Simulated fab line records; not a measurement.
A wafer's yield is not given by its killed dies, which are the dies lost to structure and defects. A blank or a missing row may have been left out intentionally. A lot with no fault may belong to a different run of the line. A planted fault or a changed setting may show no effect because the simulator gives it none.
Split-lot experiment :: flow n5 finfet :: 7 lots, 21 wafers read, on a route of 1938 steps

## ABOUT THE SPLIT
At N5_BEOL_M6_ETCH_66 (etches SOC in N2/H2, target depth 80 nm, overetch 16 nm, time 120 s), the setting bias w was moved away from the recipe's 150 W on 8 of the 21 wafers read, by -10.4% to +11.2%. The other wafers ran this setting at the recipe's value.

The split's own step is where the reading is taken.

## THE READING
rf vpp V, in V, at N5_BEOL_M6_ETCH_66 (etches SOC in N2/H2, target depth 80 nm, overetch 16 nm, time 120 s). On this fab line, fault-free wafers typically give 524.0 V with a standard deviation of 2.1 V.

wafer: L075.1
tool, chamber at the split: rie diel-03, 1
bias w as run, W: 150
against the recipe: recipe
rf vpp V, V: 524.2
against lot-mates on the recipe: -

wafer: L075.4
tool, chamber at the split: rie diel-03, 2
bias w as run, W: 134.4
against the recipe: -10.4%
rf vpp V, V: 489.9
against lot-mates on the recipe: -34.3

wafer: L075.5
tool, chamber at the split: rie diel-03, 0
bias w as run, W: 134.4
against the recipe: -10.4%
rf vpp V, V: 490.9
against lot-mates on the recipe: -33.3

wafer: L080.3
tool, chamber at the split: rie diel-03, 3
bias w as run, W: 150
against the recipe: recipe
rf vpp V, V: 524.0
against lot-mates on the recipe: -

wafer: L080.4
tool, chamber at the split: rie diel-03, 1
bias w as run, W: 135.4
against the recipe: -9.7%
rf vpp V, V: 492.6
against lot-mates on the recipe: -31.4

wafer: L080.6
tool, chamber at the split: rie diel-03, 3
bias w as run, W: 135.4
against the recipe: -9.7%
rf vpp V, V: 490.4
against lot-mates on the recipe: -33.6

wafer: L085.4
tool, chamber at the split: rie diel-06, 2
bias w as run, W: 150
against the recipe: recipe
rf vpp V, V: 520.8
against lot-mates on the recipe: -

wafer: L085.5
tool, chamber at the split: rie diel-06, 0
bias w as run, W: 150
against the recipe: recipe
rf vpp V, V: 522.2
against lot-mates on the recipe: -

wafer: L085.6
tool, chamber at the split: rie diel-06, 1
bias w as run, W: 150
against the recipe: recipe
rf vpp V, V: 520.1
against lot-mates on the recipe: -

wafer: L083.3
tool, chamber at the split: rie diel-03, 0
bias w as run, W: 150
against the recipe: recipe
rf vpp V, V: 527.2
against lot-mates on the recipe: -

wafer: L083.5
tool, chamber at the split: rie diel-03, 0
bias w as run, W: 135
against the recipe: -10.0%
rf vpp V, V: 493.0
against lot-mates on the recipe: -33.1

wafer: L083.6
tool, chamber at the split: rie diel-03, 1
bias w as run, W: 150
against the recipe: recipe
rf vpp V, V: 525.0
against lot-mates on the recipe: -

wafer: L084.1
tool, chamber at the split: rie diel-06, 0
bias w as run, W: 150
against the recipe: recipe
rf vpp V, V: 522.5
against lot-mates on the recipe: -

wafer: L084.2
tool, chamber at the split: rie diel-06, 1
bias w as run, W: 150
against the recipe: recipe
rf vpp V, V: 521.3
against lot-mates on the recipe: -

wafer: L084.5
tool, chamber at the split: rie diel-06, 2
bias w as run, W: 150
against the recipe: recipe
rf vpp V, V: 520.8
against lot-mates on the recipe: -

wafer: L090.2
tool, chamber at the split: rie diel-03, 0
bias w as run, W: 138.4
against the recipe: -7.7%
rf vpp V, V: 500.4
against lot-mates on the recipe: -26.0

wafer: L090.3
tool, chamber at the split: rie diel-03, 2
bias w as run, W: 150
against the recipe: recipe
rf vpp V, V: 526.4
against lot-mates on the recipe: -

wafer: L090.6
tool, chamber at the split: rie diel-03, 1
bias w as run, W: 138.4
against the recipe: -7.7%
rf vpp V, V: 498.4
against lot-mates on the recipe: -28.0

wafer: L092.1
tool, chamber at the split: rie diel-06, 1
bias w as run, W: 150
against the recipe: recipe
rf vpp V, V: 521.4
against lot-mates on the recipe: -

wafer: L092.2
tool, chamber at the split: rie diel-06, 0
bias w as run, W: 150
against the recipe: recipe
rf vpp V, V: 522.6
against lot-mates on the recipe: -

wafer: L092.4
tool, chamber at the split: rie diel-06, 3
bias w as run, W: 166.8
against the recipe: +11.2%
rf vpp V, V: 561.2
against lot-mates on the recipe: +39.2

FIT RESULTS
A straight line over all 21 wafers: rf vpp V changes by +3.2 V for each +1% of bias w; r = +0.99; the points scatter about the line by 2 V.
The same after taking each lot's own level away (the mean of its wafers on the recipe; 21 wafers): +3.37 V for each +1%; r = +1.00; scatter 1 V.
That fit puts the effect of the largest move of bias w on the reading at 38 V.
The lots' own levels span 521.03 to 526.40 V, that is 2.6 times the standard deviation above.
The two slopes are in agreement: the lot-to-lot level therefore moves the slope only a little.
Check: with one of the wafers moved furthest among these (+11.2%) left out of the fit, the line predicts +37.2 V for it against its lot-mates. It came out at +39.2 V against them.
Tool readings at the split's step, against how far the setting was moved: rf vpp V r = +0.99.

## OTHER SPLITS APPLIED TO THESE WAFERS
Note: prior to the reading, these wafers also went through further splits. Each is held against what the fit with the lots' levels taken away leaves over:
other split on the same wafers: N5_BEOL_M5_EXPOSE_08 dose mj
wafers away from the commonest value: 5
r with rf vpp V (lot level and that fit taken away): -0.41

other split on the same wafers: N5_BEOL_M6_COAT_22 spin rpm
wafers away from the commonest value: 8
r with rf vpp V (lot level and that fit taken away): +0.03

## THE WHOLE CHAIN: every reading that the file lists as answering this split, in the file's order
step: N5_BEOL_M6_ETCH_66
what it does: etches SOC in N2/H2, target depth 80 nm, overetch 16 nm, time 120 s
reading: rf vpp V
change (the file's fit): +3.37 V for each +1% of the setting
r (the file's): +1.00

step: N5_BEOL_M6_ETCH_66
what it does: etches SOC in N2/H2, target depth 80 nm, overetch 16 nm, time 120 s
reading: SiARC_of_BEOL_M6_COAT_64.thk nm (the simulator's own value, which no gauge read)
change (the file's fit): -0.0715 nm for each +1% of the setting
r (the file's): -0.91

## THE FILE'S OWN FIT
rf vpp V changes by +3.37 V for each +1% of bias w, r = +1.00.
